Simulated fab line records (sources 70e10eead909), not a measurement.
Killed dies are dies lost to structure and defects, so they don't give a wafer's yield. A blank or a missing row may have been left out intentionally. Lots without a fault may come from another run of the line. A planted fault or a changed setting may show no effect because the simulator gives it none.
fab line records -- flow nandHarc
record lots=12, wafers=36, lastDay=33
route steps=1302 shown A_M0@1150 A_M1@1174 END@1302
lots untouched by any fault: they come from a run of this same line in which no faults occurred
startH: start of the lot's first displayed wafer, in hours after the record's first day -- waitH: hours elapsed since this lot's preceding step -- " same as the row above -- L1.1+2: one row covering several wafers at once -- - value missing, or start not given -- * or withheld: withheld -- < > ~ a bound
route shown NAME@n: NAME is a module with steps in the file, n the number in the route of the first one -- usual: mean and standard deviation over wafers with no fault -- same: alike in all rows -- chamber/n: place in a boat -- sites: readings site by site -- _std_site: standard deviation across them -- _edge_site: outer sites' mean less inner sites' -- radiusMm: for every site, how far away it sits from the centre of the wafer -- mask NAME#n: copy n -- behind: the last tool/chamber to shape the wafer -- hold: the reason the lot was held/the length of the hold in hours/how it ended -- device: which transistor (n, p or np) failed to switch -- end of line: the route-end tests of the same wafers -- a step with no rows: only its recipe -- killed: count of dies lost to structure and defects at first sort (not the wafer's yield) -- map: shows each die of a wafer: x if killed, . if not, _ if none is there
set.NAME: the setting as run; set.NAME@STEP: as run at that earlier step -- model.NAME: the simulator's own value behind a step, which no gauge read
route steps across a sampled set of lots; one table per step, one row per wafer
services: a tool's chamber out of use, with start hour (startH, from the record's first day; less than 0 if before it), hours out, and reason
## steps
# step NHARC_A_M0_DESCUM_14
# recipe timeS=3, o2FlowSccm=200, arFlowSccm=0, biasPowerW=0, chemistry=O2
# usual drypumpMotorCurrentA=5.6/0.38, oesProductAu=0.999/0.014, rfVppV=57.8/0.82, showerheadPlenumPTorr=1.94/0.069, throttleValvePct=11.311/0.0088
lot.wafer,tool,chamber,startH,waitH,drypumpMotorCurrentA,oesProductAu,rfHoursCounterH,rfVppV,showerheadPlenumPTorr,throttleValvePct
L716.1,rieDiel-05,0,522.50,0.1,6.1,0.992,4.3,55.5,2.00,11.313
L716.2,rieDiel-05,1,522.50,0.1,5.3,1.004,4.6,59.2,2.03,11.316
L716.5,rieDiel-05,0,522.50,0.1,6.2,0.998,-,60.0,2.00,11.317
L717.1,rieDiel-05,3,523.27,0.1,5.3,1.020,5.5,57.7,1.89,11.303
L717.2,rieDiel-05,1,523.27,0.1,5.3,1.009,4.7,58.4,2.03,11.297
L717.6,rieDiel-05,0,523.27,0.1,6.2,0.999,-,58.2,2.00,11.324
L722.3,rieDiel-05,3,559.32,0.1,5.3,1.007,7.4,58.5,1.89,11.309
L722.2,rieDiel-05,1,559.32,0.1,5.3,1.004,6.2,58.1,2.03,11.316
L722.1,rieDiel-05,2,559.32,0.1,5.2,0.993,7.1,57.7,2.03,11.293
L721.2,rieDiel-06,2,586.96,0.1,5.8,1.014,2.5,57.3,1.86,11.328
L721.5,rieDiel-06,0,586.96,0.1,5.2,0.973,-,57.7,1.92,11.315
L721.4,rieDiel-06,1,586.96,0.1,6.0,1.004,-,58.1,1.98,11.324
L729.1,rieDiel-04,1,644.16,0.1,5.9,1.008,3.9,56.6,1.89,11.306
L729.4,rieDiel-04,2,644.16,0.1,5.2,0.997,4.5,58.6,1.94,11.319
L729.6,rieDiel-04,2,644.16,0.1,5.2,1.003,-,58.2,1.94,11.307
L728.3,rieDiel-04,2,651.57,0.1,5.2,0.997,4.6,56.7,1.94,11.306
L728.4,rieDiel-04,0,651.57,0.1,5.7,0.974,5.2,56.6,1.82,11.326
L728.5,rieDiel-04,1,651.57,0.1,6.0,1.014,-,57.4,1.89,11.310
L731.2,rieDiel-04,0,664.62,0.1,5.7,0.987,6.8,58.0,1.82,11.313
L731.5,rieDiel-04,2,664.62,0.1,5.2,0.994,-,57.6,1.94,11.324
L731.6,rieDiel-04,3,664.62,0.1,6.2,1.028,-,56.3,1.88,11.316
L734.1,rieDiel-05,1,694.28,0.1,5.3,0.997,4.5,57.4,2.03,11.308
L734.4,rieDiel-05,0,694.28,0.1,6.2,0.992,4.6,57.5,2.00,11.309
L734.5,rieDiel-05,2,694.28,0.1,5.2,1.000,-,57.7,2.03,11.309
L735.2,rieDiel-04,0,698.86,0.1,5.7,0.985,8.3,56.1,1.82,11.311
L735.1,rieDiel-04,2,698.86,0.1,5.2,1.009,8.3,56.6,1.94,11.313
L735.4,rieDiel-04,3,698.86,0.1,6.2,1.024,9.1,57.6,1.88,11.322
L736.3,rieDiel-06,1,724.12,0.1,6.0,1.000,2.2,57.5,1.98,11.324
L736.4,rieDiel-06,2,724.12,0.1,5.8,1.004,2.2,56.7,1.86,11.306
L736.6,rieDiel-06,1,724.12,0.1,6.0,0.999,-,57.1,1.98,11.294
L739.4,rieDiel-05,1,731.40,0.1,5.3,1.002,7.0,58.1,2.03,11.320
L739.2,rieDiel-05,2,731.40,0.1,5.2,0.992,7.0,57.6,2.03,11.322
L739.3,rieDiel-05,3,731.40,0.1,5.3,1.010,6.9,57.7,1.89,11.303
L738.2,rieDiel-06,1,739.30,0.1,6.0,0.989,3.6,58.7,1.98,11.314
L738.3,rieDiel-06,2,739.30,0.1,5.8,1.000,3.5,56.5,1.86,11.301
L738.6,rieDiel-06,1,739.30,0.1,5.9,0.995,-,57.8,1.98,11.302
# step NHARC_A_M0_ETCH_34
# recipe targetDepthA=400, overetchA=120, timeS=43.94, ionEnergyEv=200, n2FlowSccm=150, h2FlowSccm=150, arFlowSccm=0, rfW=400, biasW=150, chemistry=N2/H2
# usual biasW=150.0/0.43, drypumpMotorCurrentA=5.6/0.39, oesProductAu=1.000/0.015, rfVppV=431.3/2.1, showerheadPlenumPTorr=2.06/0.075, throttleValvePct=14.172/0.0097
lot.wafer,tool,chamber,startH,waitH,biasW,drypumpMotorCurrentA,oesProductAu,rfHoursCounterH,rfVppV,showerheadPlenumPTorr,throttleValvePct
L716.2,rieDiel-05,3,522.58,0.1,149.4,5.3,1.019,5.4,430.0,2.02,14.171
L716.1,rieDiel-05,2,522.58,0.1,150.4,5.2,0.996,5.2,435.4,2.17,14.167
L716.5,rieDiel-05,0,522.58,0.1,150.4,6.2,0.995,-,433.8,2.14,14.185
L717.1,rieDiel-05,1,523.37,0.1,149.0,5.3,1.018,4.7,435.4,2.17,14.175
L717.2,rieDiel-05,2,523.37,0.1,150.2,5.2,1.006,5.2,433.2,2.17,14.174
L717.6,rieDiel-05,3,523.37,0.1,149.9,5.3,1.021,-,430.0,2.02,14.171
L722.3,rieDiel-05,0,559.41,0.1,149.9,6.2,0.978,6.0,433.0,2.14,14.158
L722.2,rieDiel-05,1,559.41,0.1,149.7,5.3,1.004,6.2,433.8,2.17,14.171
L722.1,rieDiel-05,2,559.41,0.1,149.1,5.2,0.989,7.1,433.6,2.17,14.170
L721.2,rieDiel-06,2,587.03,0.1,150.2,5.8,1.019,2.5,429.0,1.98,14.162
L721.4,rieDiel-06,0,587.03,0.1,150.4,5.3,0.984,-,430.3,2.04,14.175
L721.5,rieDiel-06,1,587.03,0.1,149.5,6.0,1.002,-,431.6,2.11,14.172
L729.1,rieDiel-04,3,644.25,0.1,150.1,6.2,1.020,5.8,430.5,2.00,14.162
L729.4,rieDiel-04,0,644.25,0.1,149.6,5.7,0.976,5.1,427.4,1.94,14.186
L729.6,rieDiel-04,0,644.25,0.1,149.8,5.7,0.973,-,428.2,1.94,14.177
L728.4,rieDiel-04,0,651.66,0.1,149.2,5.7,0.986,5.2,426.9,1.94,14.166
L728.3,rieDiel-04,1,651.66,0.1,150.9,5.9,1.025,4.0,430.2,2.01,14.150
L728.5,rieDiel-04,2,651.66,0.1,149.2,5.2,0.994,-,430.6,2.07,14.180
L731.2,rieDiel-04,2,664.70,0.1,150.2,5.2,0.994,6.2,431.2,2.07,14.186
L731.6,rieDiel-04,0,664.70,0.1,149.4,5.7,0.978,-,428.4,1.94,14.168
L731.5,rieDiel-04,1,664.70,0.1,149.7,6.0,1.023,-,431.3,2.01,14.163
L734.4,rieDiel-05,3,694.36,0.1,150.7,5.3,1.020,4.6,430.4,2.01,14.174
L734.1,rieDiel-05,1,694.36,0.1,149.5,5.3,1.002,4.5,433.5,2.17,14.173
L734.5,rieDiel-05,3,694.36,0.1,150.1,5.3,1.011,-,429.9,2.01,14.171
L735.4,rieDiel-04,1,698.95,0.1,150.4,6.0,1.013,7.6,430.9,2.01,14.185
L735.2,rieDiel-04,2,698.95,0.1,149.9,5.2,1.010,8.3,432.8,2.06,14.164
L735.1,rieDiel-04,0,698.95,0.1,149.6,5.7,0.983,8.4,427.2,1.94,14.165
L736.4,rieDiel-06,3,724.22,0.1,150.0,5.5,0.989,2.1,432.2,2.08,14.160
L736.3,rieDiel-06,1,724.22,0.1,150.0,6.0,1.011,2.2,433.3,2.11,14.178
L736.6,rieDiel-06,2,724.22,0.1,150.2,5.8,1.010,-,429.2,1.98,14.165
L739.2,rieDiel-05,0,731.48,0.1,150.7,6.2,0.989,6.9,433.6,2.14,14.161
L739.3,rieDiel-05,2,731.48,0.1,149.6,5.2,0.991,7.0,434.5,2.17,14.169
L739.4,rieDiel-05,3,731.48,0.1,149.6,5.3,1.006,6.9,429.4,2.01,14.171
L738.2,rieDiel-06,1,739.38,0.1,149.9,6.0,0.991,3.6,432.4,2.11,14.162
L738.3,rieDiel-06,2,739.38,0.1,150.6,5.8,1.013,3.5,427.7,1.98,14.168
L738.6,rieDiel-06,2,739.38,0.1,149.5,5.8,1.004,-,429.6,1.98,14.162
# step NHARC_A_M1_SOFTBAKE_04
# recipe tempC=105, timeS=55
# usual chillPlateTempC=23.02/0.085, heaterPowerTotalW=188.44/0.14
lot.wafer,tool,chamber,startH,waitH,chillPlateTempC,heaterPowerTotalW
L716.1,lithoTrack-04,0,525,-,23.06,188.46
L716.2,lithoTrack-04,0,525,-,22.96,188.44
L716.5,lithoTrack-04,0,525,-,22.80,188.39
L717.1,lithoTrack-01,0,526,-,23.14,188.51
L717.2,lithoTrack-01,0,526,-,23.17,188.60
L717.6,lithoTrack-01,0,526,-,22.99,188.35
L722.1,lithoTrack-01,0,562,-,23.06,188.56
L722.2,lithoTrack-01,0,562,-,23.02,188.33
L722.3,lithoTrack-01,0,562,-,23.17,188.40
L721.2,lithoTrack-04,0,590,-,22.99,188.70
L721.4,lithoTrack-04,0,590,-,22.98,188.34
L721.5,lithoTrack-04,0,590,-,23.13,188.37
L729.1,lithoTrack-04,0,647,-,22.93,323.59
L729.4,lithoTrack-04,0,647,-,22.95,322.95
L729.6,lithoTrack-04,0,647,-,22.98,323.13
L728.3,lithoTrack-06,0,655,-,23.02,188.39
L728.4,lithoTrack-06,0,655,-,23.15,188.31
L728.5,lithoTrack-06,0,655,-,23.04,188.35
L731.2,lithoTrack-04,0,672,-,22.97,323.07
L731.5,lithoTrack-04,0,672,-,23.06,323.17
L731.6,lithoTrack-04,0,672,-,22.94,322.99
L734.1,lithoTrack-01,0,697,-,23.04,188.29
L734.4,lithoTrack-01,0,697,-,23.13,188.34
L734.5,lithoTrack-01,0,697,-,22.97,188.47
L735.1,lithoTrack-01,0,702,-,22.95,188.53
L735.2,lithoTrack-01,0,702,-,23.05,188.38
L735.4,lithoTrack-01,0,702,-,22.95,188.37
L736.3,lithoTrack-06,0,727,-,23.04,188.47
L736.4,lithoTrack-06,0,727,-,23.01,188.69
L736.6,lithoTrack-06,0,727,-,22.96,188.31
L739.2,lithoTrack-06,0,734,-,23.00,188.46
L739.3,lithoTrack-06,0,734,-,23.15,188.50
L739.4,lithoTrack-06,0,734,-,23.08,188.34
L738.2,lithoTrack-01,0,742,-,23.14,188.50
L738.3,lithoTrack-01,0,742,-,23.12,188.37
L738.6,lithoTrack-01,0,742,-,23.05,188.29
# step NHARC_A_M1_CD_MEAS_16
# usual cdNm=119.8/1.2
lot.wafer,tool,chamber,startH,waitH,cdNm
L716.1,cdSem-02,-,526.91,-,121.0
L716.2,cdSem-02,-,526.91,-,119.6
L716.5,cdSem-02,-,526.91,-,122.8
L717.1,cdSem-01,-,527.66,-,117.7
L717.2,cdSem-01,-,527.66,-,120.5
L717.6,cdSem-01,-,527.66,-,120.3
L722.1,cdSem-02,-,563.69,-,120.0
L722.2,cdSem-02,-,563.69,-,117.6
L722.3,cdSem-02,-,563.69,-,120.2
L721.2,cdSem-03,-,591.41,-,118.7
L721.4,cdSem-03,-,591.41,-,119.6
L721.5,cdSem-03,-,591.41,-,118.4
L729.1,cdSem-02,-,648.61,-,120.8
L729.4,cdSem-02,-,648.61,-,119.2
L729.6,cdSem-02,-,648.61,-,120.8
L728.3,cdSem-03,-,655.83,-,120.2
L728.4,cdSem-03,-,655.83,-,119.9
L728.5,cdSem-03,-,655.83,-,119.5
L731.2,cdSem-03,-,673.36,-,117.9
L731.5,cdSem-03,-,673.36,-,120.2
L731.6,cdSem-03,-,673.36,-,119.8
L734.1,cdSem-02,-,698.52,-,120.1
L734.4,cdSem-02,-,698.52,-,119.8
L734.5,cdSem-02,-,698.52,-,117.7
L735.1,cdSem-02,-,703.23,-,120.1
L735.2,cdSem-02,-,703.23,-,120.4
L735.4,cdSem-02,-,703.23,-,120.8
L736.3,cdSem-01,-,728.48,-,119.3
L736.4,cdSem-01,-,728.48,-,121.5
L736.6,cdSem-01,-,728.48,-,120.5
L739.2,cdSem-03,-,735.75,-,117.2
L739.3,cdSem-03,-,735.75,-,120.5
L739.4,cdSem-03,-,735.75,-,119.1
L738.2,cdSem-02,-,743.54,-,119.0
L738.3,cdSem-02,-,743.54,-,120.1
L738.6,cdSem-02,-,743.54,-,120.7
# step NHARC_END_SORT_01
# recipe tempC=25
# usual defectLimitedYield=90/3.8, killedAtArray=61/26, killedAtOther=0.8/1.1, killedAtPeriphery=4.0/2.6, killedDies=66/26, killedOpen=3.1/1.7, killedShort=2.5/1.5
# same grossDies=677
lot.wafer,tool,chamber,startH,waitH,defectLimitedYield[%],killedAtArray,killedAtOther,killedAtPeriphery,killedDies,killedOpen,killedShort
L722.1,prober-01,0,599.30,2.5,90,68,0,3,71,1,1
L722.2,prober-01,0,600.10,2.8,90,60,2,7,69,1,3
L722.3,prober-01,0,600.89,3.1,90,67,0,3,70,1,4
L721.2,prober-02,0,626.98,2.8,93,46,1,0,47,2,1
L721.4,prober-02,0,628.59,3.4,93,46,2,2,50,5,2
L721.5,prober-02,0,629.39,3.7,94,41,0,1,42,1,4
L729.1,prober-01,0,689.93,2.4,94,39,0,5,44,3,4
L729.4,prober-01,0,692.35,3.4,94,38,2,3,43,4,4
L729.6,prober-01,0,693.97,4.0,94,41,0,2,43,5,1
L731.2,prober-01,0,711.43,2.8,95,26,0,5,31,3,3
L731.5,prober-01,0,713.85,3.7,96,23,0,4,27,5,2
L731.6,prober-01,0,714.66,4.0,94,39,0,4,43,6,0
L728.3,prober-02,0,719.99,3.1,90,64,1,1,66,2,5
L728.4,prober-02,0,720.79,3.4,90,69,0,0,69,3,3
L728.5,prober-02,0,721.58,3.7,91,58,1,2,61,4,4
# killed by level:class
L722.1 A_CHANNEL_HOLE_D1:chamberFilmFlake=28 A_CHANNEL_HOLE_D2:chamberFilmFlake=14 A_STAIRCASE:chamberFilmFlake=11 A_CHANNEL_FILL_D1:chamberFilmFlake=6 A_DECK1_JOINT:chamberFilmFlake=3 A_ZERO_WELL:chamberFilmFlake=2 A_CHANNEL_FILL_D1:geometricParticle:open=1 A_WL_FILL:geometricParticle:short=1
L722.2 A_CHANNEL_HOLE_D1:chamberFilmFlake=32 A_CHANNEL_HOLE_D2:chamberFilmFlake=12 A_STAIRCASE:chamberFilmFlake=8 P_ZERO_WELL:chamberFilmFlake=3 P_STI:chamberFilmFlake=2 A_DECK1_JOINT:chamberFilmFlake=2 A_CHANNEL_FILL_D1:chamberFilmFlake=2 HYBRID_BOND:chamberFilmFlake=2
L722.3 A_CHANNEL_HOLE_D1:chamberFilmFlake=33 A_CHANNEL_HOLE_D2:chamberFilmFlake=13 A_STAIRCASE:chamberFilmFlake=11 P_ZERO_WELL:chamberFilmFlake=3 A_CHANNEL_FILL_D1:chamberFilmFlake=2 A_DECK1_JOINT:chamberFilmFlake=2 A_ONON_D2:geometricParticle:short=1 A_CHANNEL_HOLE_D2:geometricParticle:short=1
L721.2 A_CHANNEL_HOLE_D2:chamberFilmFlake=30 A_CONTACT:chamberFilmFlake=5 A_WL_FILL:chamberFilmFlake=3 A_CHANNEL_HOLE_D1:chamberFilmFlake=2 A_DECK1_JOINT:geometricParticle:short=1 A_DECK1_JOINT:geometricParticle:open=1 A_M0:geometricParticle:open=1 THIN_TSV:chamberFilmFlake=1
L721.4 A_CHANNEL_HOLE_D2:chamberFilmFlake=29 A_CHANNEL_HOLE_D1:chamberFilmFlake=6 A_SGD_CUT:geometricParticle:open=2 P_STI:chamberFilmFlake=2 A_CONTACT:chamberFilmFlake=2 THIN_TSV:chamberFilmFlake=2 A_SOURCE_PLATE:geometricParticle:open=1 A_ONON_D1:geometricParticle:short=1
L721.5 A_CHANNEL_HOLE_D2:chamberFilmFlake=27 A_CHANNEL_HOLE_D1:chamberFilmFlake=4 A_WL_FILL:chamberFilmFlake=3 A_WL_FILL:geometricParticle:short=2 A_CHANNEL_FILL_D1:geometricParticle:short=1 A_DECK1_JOINT:geometricParticle:short=1 A_WL_FILL:geometricParticle:open=1 P_STI:chamberFilmFlake=1
L729.1 A_CHANNEL_HOLE_D1:chamberFilmFlake=30 A_ONON_D1:geometricParticle:short=2 P_CONTACT:geometricParticle:short=1 P_CONTACT:geometricParticle:open=1 A_CHANNEL_FILL_D1:geometricParticle:open=1 A_ONON_D2:geometricParticle:short=1 A_M1:geometricParticle:open=1 P_ZERO_WELL:chamberFilmFlake=1
L729.4 A_CHANNEL_HOLE_D1:chamberFilmFlake=24 A_STAIRCASE:chamberFilmFlake=3 A_CONTACT:chamberFilmFlake=2 THIN_TSV:chamberFilmFlake=2 P_M0:geometricParticle:short=1 P_M1:geometricParticle:short=1 A_CHANNEL_FILL_D1:geometricParticle:open=1 A_CHANNEL_FILL_D1:geometricParticle:short=1
L729.6 A_CHANNEL_HOLE_D1:chamberFilmFlake=24 A_CONTACT:chamberFilmFlake=4 A_CHANNEL_FILL_D1:geometricParticle:open=2 A_CHANNEL_HOLE_D2:chamberFilmFlake=2 A_STAIRCASE:chamberFilmFlake=2 A_SLIT:chamberFilmFlake=2 P_M0:geometricParticle:open=1 A_CHANNEL_FILL_D2:geometricParticle:short=1
L731.2 A_CHANNEL_HOLE_D1:chamberFilmFlake=7 A_CONTACT:chamberFilmFlake=5 A_SLIT:chamberFilmFlake=4 P_M0:chamberFilmFlake=3 A_STAIRCASE:chamberFilmFlake=3 P_M0:geometricParticle:open=2 A_ONON_D1:geometricParticle:short=1 A_CHANNEL_FILL_D1:geometricParticle:short=1
L731.5 A_CHANNEL_HOLE_D1:chamberFilmFlake=11 A_SLIT:chamberFilmFlake=4 A_STAIRCASE:chamberFilmFlake=2 P_M0:geometricParticle:open=1 P_M1:geometricParticle:short=1 A_CHANNEL_FILL_D1:geometricParticle:open=1 A_DECK1_JOINT:geometricParticle:open=1 A_ONON_D2:geometricParticle:open=1
L731.6 A_CHANNEL_HOLE_D1:chamberFilmFlake=15 A_SLIT:chamberFilmFlake=7 A_CONTACT:chamberFilmFlake=6 A_STAIRCASE:chamberFilmFlake=4 P_M0:chamberFilmFlake=2 P_M1:geometricParticle:open=1 A_SOURCE_PLATE:geometricParticle:open=1 A_CHANNEL_FILL_D1:geometricParticle:open=1
L728.3 A_SLIT:chamberFilmFlake=23 A_CHANNEL_HOLE_D2:chamberFilmFlake=13 A_CONTACT:chamberFilmFlake=9 A_CHANNEL_HOLE_D1:chamberFilmFlake=6 A_STAIRCASE:chamberFilmFlake=6 A_SOURCE_PLATE:geometricParticle:short=1 A_CHANNEL_HOLE_D1:geometricParticle:short=1 A_CHANNEL_FILL_D1:geometricParticle:open=1
L728.4 A_SLIT:chamberFilmFlake=32 A_CHANNEL_HOLE_D2:chamberFilmFlake=14 A_CHANNEL_HOLE_D1:chamberFilmFlake=6 A_CONTACT:chamberFilmFlake=5 A_CHANNEL_FILL_D1:geometricParticle:short=2 A_CHANNEL_FILL_D2:chamberFilmFlake=2 A_STAIRCASE:chamberFilmFlake=2 A_WL_FILL:chamberFilmFlake=2
L728.5 A_SLIT:chamberFilmFlake=26 A_CHANNEL_HOLE_D2:chamberFilmFlake=9 A_CHANNEL_HOLE_D1:chamberFilmFlake=5 A_STAIRCASE:chamberFilmFlake=5 A_CONTACT:chamberFilmFlake=4 P_GATE:geometricParticle:short=1 A_ONON_D1:geometricParticle:open=1 A_CHANNEL_FILL_D1:geometricParticle:open=1
## services
tool,chamber,startH,hours,kind
rieDiel-05,0,503.77,4.8,repair
lithoTrack-01,-,505.01,7.0,pm
rieDiel-05,0,513.60,-,clean
rieDiel-05,1,513.60,-,clean
rieDiel-06,-,521.13,2.3,repair
rieDiel-06,3,526.54,23.5,repair
lithoTrack-06,-,529.01,7.0,pm
rieDiel-04,-,531.93,9.0,pm
rieDiel-06,2,532.32,9.6,repair
rieDiel-06,0,549.14,9.2,repair
lithoTrack-04,-,553.00,7.0,pm
rieDiel-06,2,553.34,5.1,repair
rieDiel-06,0,571.40,1.4,repair
rieDiel-06,-,575.32,0.7,repair
rieDiel-04,2,581.62,3.1,repair
rieDiel-06,3,583.37,4.8,repair
rieDiel-05,-,583.60,9.0,pm
rieDiel-06,-,661.20,9.0,pm
lithoTrack-01,-,680.01,7.0,pm
rieDiel-06,-,691.62,0.2,repair
rieDiel-06,-,695.71,0.8,repair
lithoTrack-06,-,704.01,7.0,pm
rieDiel-04,-,708.93,9.0,pm
lithoTrack-04,-,728.00,7.0,pm
## key
firstSign step=NHARC_A_M1_SOFTBAKE_04, reading=heaterPowerTotalW, direction=up, sigmas=99+, usual=*, struck=*
effect none on later readings
metAt NHARC_A_M1_SOFTBAKE_04
struckLots L729,L731
notActingAt NHARC_A_M0_DESCUM_14,NHARC_A_M0_ETCH_34,NHARC_A_M1_CD_MEAS_16
fault kind=processParameterDrift, tool=lithoTrack-04, chamber=-, onsetH=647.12, steps=NHARC_A_M1_SOFTBAKE_04, channel=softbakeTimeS, offset=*, shape=step, endH=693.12, actsIn=*, stated=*
